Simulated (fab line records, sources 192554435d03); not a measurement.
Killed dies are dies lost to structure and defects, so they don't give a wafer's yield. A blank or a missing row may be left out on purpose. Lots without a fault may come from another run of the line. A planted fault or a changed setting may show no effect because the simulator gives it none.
Chamber matching | flow n5_finfet | N5_BEOL_M7_ETCH_61 on rie_diel-04: 4 sister chambers
The step etches SiARC in CF4, target depth 45.5 nm, time 75.8 s. 4 wafers are shown with their chamber, then 7 later ones without.

WAFERS WITH THEIR CHAMBER
wafer  | chamber | drypump_motor_current_A (A)
L079.1 | 3       | 5.4
L085.3 | 2       | 5.3
L085.6 | 1       | 6.5
L089.5 | 0       | 5.4

WAFERS WITHOUT THEIR CHAMBER
wafer  | drypump_motor_current_A (A)
L089.6 | 5.4
L095.1 | 5.4
L095.2 | 6.4
L095.3 | 5.4
L094.2 | 5.4
L094.4 | 5.2
L094.5 | 6.4

WHICH CHAMBER EACH WENT THROUGH
wafer  | from the rows above          | in truth
L089.6 | can't be placed: 0 or 3 or 2 | 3
L095.1 | can't be placed: 0 or 3 or 2 | 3
L095.2 | 1                            | 1
L095.3 | can't be placed: 0 or 3 or 2 | 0
L094.2 | can't be placed: 0 or 3 or 2 | 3
L094.4 | can't be placed: 2 or 0 or 3 | 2
L094.5 | 1                            | 1
Placed correctly: 2 of 7. Can't be placed from these rows: 5 (the true chamber is among the candidates in 5). Placed wrongly: 0.
How it was worked out, from the rows above alone: a wafer's distance from a chamber is the root of the sum, over the readings, of the square of ((its reading less the chamber's mean) divided by the reading's scatter). The wafer belongs to the nearest chamber; if the next one is less than 2 further off, it can't be placed. A chamber's mean is the mean of its shown wafers. The scatter: with one shown wafer a chamber, the root of the mean of the squares of how far each hidden wafer lies from its nearest shown one.
